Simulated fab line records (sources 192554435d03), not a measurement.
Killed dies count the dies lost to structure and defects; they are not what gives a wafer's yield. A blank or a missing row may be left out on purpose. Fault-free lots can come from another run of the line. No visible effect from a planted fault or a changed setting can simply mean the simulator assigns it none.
Lot-split experiment + flow n5_finfet + 21 wafers read from 7 lots, route of 1938 steps

ABOUT THE SPLIT
At N5_DUMMY_GATE_PECVD_30 (deposits SiO2 from TEOS/O2, target thk 55 nm, time 10.8 s), the setting time_s was moved away from the recipe's 10.8 s on 8 of the 21 wafers read, by -10.7% to +12.3%. For the rest of the wafers, this setting stayed at what the recipe calls for.

FROM THE SPLIT TO THE READING: what the file shows between them, 7 steps
- N5_DUMMY_GATE_COAT_28: time 60 s, resist thk 10 nm (also split here: spin_rpm)
- N5_DUMMY_GATE_COAT_09: resist thk 30 nm
- N5_DUMMY_GATE_EBR_11
- N5_DUMMY_GATE_ETCH_31: etches SiO2 in C4F6/O2, target depth 82.5 nm, time 27.5 s
- N5_DUMMY_GATE_STRIP_41: strips in O2
- N5_DUMMY_GATE_HM_OPEN_21: chemistry CH3F/O2, target SiNx, target depth 120 nm, time 171.4 s
- N5_DUMMY_GATE_ETCH_32: etches SiO2 in CF4, target depth 3.5 nm, time 3.9 s

THE READING
SiO2_of_DUMMY_GATE_PECVD_30.thk_nm (the simulator's own value, which no gauge read), in nm, at N5_DUMMY_GATE_ETCH_23 (etches poly-Si in HBr/Cl2/O2, target depth 41 nm, time 22.3 s). No usual value for it is given in the file. Average 39.2 nm, standard deviation 0.57 nm, over the 13 wafers here run with the recipe.

| wafer  | tool, chamber at the split | time_s as run, s | against the recipe | SiO2_of_DUMMY_GATE_PECVD_30.thk_nm, nm | against lot-mates on the recipe |
|--------|----------------------------|------------------|--------------------|----------------------------------------|---------------------------------|
| L075.2 | pecvd-01, 1,0              | 10.8             | recipe             | 39.2                                   | -                               |
| L075.3 | pecvd-01, 1,0              | 10.8             | recipe             | 38.8                                   | -                               |
| L075.6 | pecvd-01, 1                | 10.8             | recipe             | 40.2                                   | -                               |
| L076.1 | pecvd-02, 1                | 12.06            | +11.7%             | 44.4                                   | +5.8                            |
| L076.2 | pecvd-02, 0,2              | 10.8             | recipe             | 38.6                                   | -                               |
| L076.3 | pecvd-02, 0,2              | 10.8             | recipe             | 38.6                                   | -                               |
| L077.1 | pecvd-03, 0                | 10.8             | recipe             | 39.4                                   | -                               |
| L077.2 | pecvd-03, 2                | 10.8             | recipe             | 38.2                                   | -                               |
| L077.3 | pecvd-03, 1                | 9.64             | -10.7%             | 33.6                                   | -5.2                            |
| L083.3 | pecvd-01, 2                | 12.11            | +12.1%             | 44.6                                   | no lot-mate on the recipe       |
| L083.4 | pecvd-01, 2                | 12.11            | +12.1%             | 45.6                                   | no lot-mate on the recipe       |
| L083.5 | pecvd-01, 0                | 12.11            | +12.1%             | 45.4                                   | no lot-mate on the recipe       |
| L085.2 | pecvd-01, 1                | 10.8             | recipe             | 38.8                                   | -                               |
| L085.4 | pecvd-01, 0                | 10.8             | recipe             | 39.8                                   | -                               |
| L085.6 | pecvd-01, 1                | 10.8             | recipe             | 39.4                                   | -                               |
| L092.1 | pecvd-03, 0                | 12.13            | +12.3%             | 45.8                                   | +6.3                            |
| L092.3 | pecvd-03, 1                | 10.8             | recipe             | 39                                     | -                               |
| L092.6 | pecvd-03, 2                | 10.8             | recipe             | 40                                     | -                               |
| L096.3 | pecvd-01, 0                | 10.8             | recipe             | 39                                     | -                               |
| L096.4 | pecvd-01, 2                | 11.38            | +5.4%              | 42.6                                   | +3.6                            |
| L096.5 | pecvd-01, 0                | 11.38            | +5.4%              | 42.2                                   | +3.2                            |
The file does not say which wafer passed through which chamber wherever a row lists several chambers: such a row stands for several wafers.

FIT RESULTS
A straight line over all 21 wafers: SiO2_of_DUMMY_GATE_PECVD_30.thk_nm changes by +0.506 nm for each +1% of time_s; r = +0.98; the points scatter about the line by 0.56 nm.
The same after taking each lot's own level away (the mean of its wafers on the recipe; 18 wafers): +0.512 nm for each +1%; r = +0.98; scatter 0.48 nm.
According to that fit, moving time_s by its largest amount changes the reading by 6.3 nm.
Across the lots, their own levels run from 38.60 to 39.50 nm, a range of 1.6 times the standard deviation given above.
Consequently the slope shifts little with the lot-to-lot level, the two slopes agreeing.
Check: +6.42 nm against its lot-mates is what the line predicts for one of the wafers moved furthest among these (+12.3%) when that wafer is left out of the fit. Against them it came out at +6.3 nm.

ADDITIONAL SPLITS CARRIED BY THESE WAFERS
Other splits were also applied to these wafers ahead of the reading. Each is held against what the fit with the lots' levels taken away leaves over:
| other split on the same wafers        | wafers away from the commonest value | r with SiO2_of_DUMMY_GATE_PECVD_30.thk_nm (lot level and that fit taken away) |
|---------------------------------------|--------------------------------------|-------------------------------------------------------------------------------|
| N5_WELL_APT_PEB_06 peb_time_s         | 3                                    | +0.12                                                                         |
| N5_WELL_APT_DEVELOP_07 develop_time_s | 8                                    | -0.02                                                                         |
| N5_WELL_APT_COAT_19 spin_rpm          | 4                                    | -0.19                                                                         |
| N5_WELL_APT_PEB_23 peb_temp_c         | 4                                    | -0.02                                                                         |
| N5_FIN_SAQP_PEB_14 peb_time_s         | 6                                    | +0.07                                                                         |
| N5_DUMMY_GATE_COAT_28 spin_rpm        | 3                                    | -0.46                                                                         |

THE WHOLE CHAIN: every reading that the file lists as answering this split, in the file's order
| step                     | what it does                                                      | reading                                                                             | change (the file's fit)               | r (the file's) |
|--------------------------|-------------------------------------------------------------------|-------------------------------------------------------------------------------------|---------------------------------------|----------------|
| N5_DUMMY_GATE_PECVD_30   | deposits SiO2 from TEOS/O2, target thk 55 nm, time 10.8 s         | SiO2_of_DUMMY_GATE_PECVD_30.thk_nm (the simulator's own value, which no gauge read) | +0.497 nm for each +1% of the setting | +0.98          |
| N5_DUMMY_GATE_HM_OPEN_21 | chemistry CH3F/O2, target SiNx, target depth 120 nm, time 171.4 s | SiO2_of_DUMMY_GATE_PECVD_30.thk_nm (the simulator's own value, which no gauge read) | +0.495 nm for each +1% of the setting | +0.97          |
| N5_DUMMY_GATE_ETCH_23    | etches poly-Si in HBr/Cl2/O2, target depth 41 nm, time 22.3 s     | SiO2_of_DUMMY_GATE_PECVD_30.thk_nm (the simulator's own value, which no gauge read) | +0.508 nm for each +1% of the setting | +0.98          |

THE FILE'S OWN FIT
SiO2_of_DUMMY_GATE_PECVD_30.thk_nm changes by +0.508 nm for each +1% of time_s, r = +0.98.
